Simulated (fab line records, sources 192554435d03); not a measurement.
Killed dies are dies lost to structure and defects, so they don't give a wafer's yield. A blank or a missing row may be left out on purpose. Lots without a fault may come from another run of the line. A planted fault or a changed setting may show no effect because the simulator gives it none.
A struck lot beside a sound one | flow n5_finfet | 37 steps out of a route of 1938
Sound: wafers L736.1, L736.4, L736.6. Struck: wafer L749.2. (L749.6 of the same lot was not struck and is left out.) The cause comes at the end.
At each step with rows: each side's tool, then ch and its chambers, then its first start. Under that, the readings that differ: sound wafers | struck wafers | difference of the means | sigmas: that difference in standard deviations of wafers without a fault.
alike: readings whose means differ by less than 2 such deviations, and words and numbers that are the same on both sides. not compared: withheld readings, readings that some wafer has no value for, bounds like >300 that may hide the same value, and numbers for which the record gives no deviation and whose values overlap.
The two part at a step that has a row with sigmas, a row that says differs or no value, or rows on one side only. Numbers that don't overlap but have no deviation are shown without sigmas and don't part them. A reading that every wafer of one side lacks parts them only if that side has two wafers or more.

first, 9 steps without rows for these wafers: N5_PMOS_HMC_CHANNEL_EPI_SRD_25 (time 30 s); N5_PMOS_HMC_CHANNEL_EPI_EPI_26 (deposits Si from SiH4/H2, target thk 3.8 nm, time 22.7 s); N5_FIN_SAQP_PRECLEAN_42 (cleans in O3/DIW, time 60 s); N5_FIN_SAQP_PRECLEAN_00 (cleans in SC1, time 60 s); N5_FIN_SAQP_PRECLEAN_44 (cleans in SC2, time 45 s); N5_FIN_SAQP_SRD_01 (time 30 s); N5_FIN_SAQP_ALD_61 (deposits SiO2, target thk 4 nm, pulse time 1 s, purge time 2 s); N5_FIN_SAQP_DENSIFY_62 (time 60 s); N5_FIN_SAQP_HM_DEP_03 (deposits SiNx from SiH4/NH3/N2, target thk 38 nm, time 33.6 s).
N5_FIN_SAQP_PECVD_47: deposits a-Si from SiH4/He, target thk 45 nm, time 36.3 s.
  sound on pecvd-02 ch 1,2, day 2 09:00; struck on pecvd-02 ch 0, day 5 15:34
  reading                                     | sound            | struck | difference | sigmas
  run_length_s (s)                            | 73.3 73.7 72.8   | 50.2   | -23.1      | -44
  model.a-Si_of_FIN_SAQP_PECVD_47.thk_nm (nm) | 45.3 46.38 46.61 | 16.2   | -29.9      |
  alike: heater_power_w, showerhead_plenum_p_Torr, showerhead_vpp_V, throttle_valve_pct
then, 25 steps without rows for these wafers: N5_FIN_SAQP_PECVD_48 (deposits SiNx from SiH4/NH3/N2, target thk 25 nm, time 22.1 s); N5_FIN_SAQP_PECVD_06 (deposits a-Si from SiH4/He, target thk 60 nm, time 48.1 s); N5_FIN_SAQP_HM_DEP_72 (deposits SiO2 from SiH4/N2O, target thk 12 nm, time 7.2 s); N5_FIN_SAQP_COAT_49 (time 60 s, resist thk 100 nm); N5_FIN_SAQP_COAT_50 (time 60 s, resist thk 35 nm); N5_FIN_SAQP_COAT_10 (resist thk 90 nm); N5_FIN_SAQP_EBR_12; N5_FIN_SAQP_SOFTBAKE_11 (time 60 s); N5_FIN_SAQP_EXPOSE_13 (exposes mask FIN CORE, target cd 35.6 nm); N5_FIN_SAQP_PEB_14 (peb time 60 s); N5_FIN_SAQP_DEVELOP_15 (develop time 30 s); N5_FIN_SAQP_DESCUM_21 (chemistry O2, time 7.9 s); N5_FIN_SAQP_ETCH_51 (etches SiARC in CF4, target depth 45.5 nm, time 75.8 s); N5_FIN_SAQP_ETCH_52 (etches SOC in N2/H2, target depth 100 nm, overetch 20 nm, time 150 s); N5_FIN_SAQP_STRIP_53 (strips in N2/H2); N5_FIN_SAQP_HM_OPEN_73 (chemistry CHF3/O2, target SiO2, stops on a-Si, target depth 12 nm, time 16.8 s); N5_FIN_SAQP_STRIP_74 (strips in CHF3/O2); N5_FIN_SAQP_MANDREL_ETCH_22 (etches a-Si in HBr/Cl2, stops on SiNx, target depth 60 nm, bt time 10 s, time 30 s); N5_FIN_SAQP_STRIP_55 (strips in N2/H2); N5_FIN_SAQP_STRIP_23 (strips in SPM, time 750 s); N5_FIN_SAQP_SRD_66 (time 30 s); N5_FIN_SAQP_RECESS_75 (chemistry HF/NH3, target SiO2, target depth 14.4 nm, afs cycles 3, sublimation time 60 s); N5_FIN_SAQP_SPACER1_ALD_24 (deposits SiO2, target thk 20.3 nm, pulse time 1 s, purge time 2 s); N5_FIN_SAQP_SPACER1_ETCHBACK_25 (etches SiO2 in CHF3/O2, target depth 24.4 nm, time 12.2 s); N5_FIN_SAQP_MANDREL1_REMOVE_56 (chemistry HBr/Cl2/O2, target a-Si, stops on SiNx, bt time 10 s).
N5_FIN_SAQP_MANDREL_ETCH_58: etches a-Si in HBr/Cl2, stops on SiNx, target depth 45 nm, bt time 10 s, time 27 s.
  sound on rie_si-01 ch 1,3, day 2 11:52; struck on rie_si-02 ch 1, day 5 18:47
  reading                  | sound             | struck | difference | sigmas
  oes_product_au (a.u.)    | 0.704 0.712 0.717 | 0.469  | -0.242     | -22
  model.etch.depth_nm (nm) | 45.3 46.38 46.61  | 16.2   | -29.9      |
  alike: drypump_motor_current_A, throttle_valve_pct
  not compared: rf_hours_counter_h
-- the record jumps here: 6 days lie between the struck wafers' starts before and after (it left off in module FIN_SAQP and takes up again in module BEOL_M4, whose first step shown is number 1111 of the route) --
N5_BEOL_M4_RC_MEAS_101:
  sound on prober-02 ch 0, day 7 20:25; struck on prober-01 ch 0, day 12 01:29
  alike: DIBL_N, DIBL_P, IOFF_N, IOFF_P, ION_N, ION_P, SS_N, SS_P, VT_N, VT_P

WHERE THEY PART
First at N5_FIN_SAQP_PECVD_47; last, within this record, at N5_FIN_SAQP_MANDREL_ETCH_58. Later steps at which nothing parts them and some readings are alike: N5_BEOL_M4_RC_MEAS_101.

WHY: what the simulator had put in
Process parameter drift: pecvd-02, from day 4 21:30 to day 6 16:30, at N5_FIN_SAQP_PECVD_47. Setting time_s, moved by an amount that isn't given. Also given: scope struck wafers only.
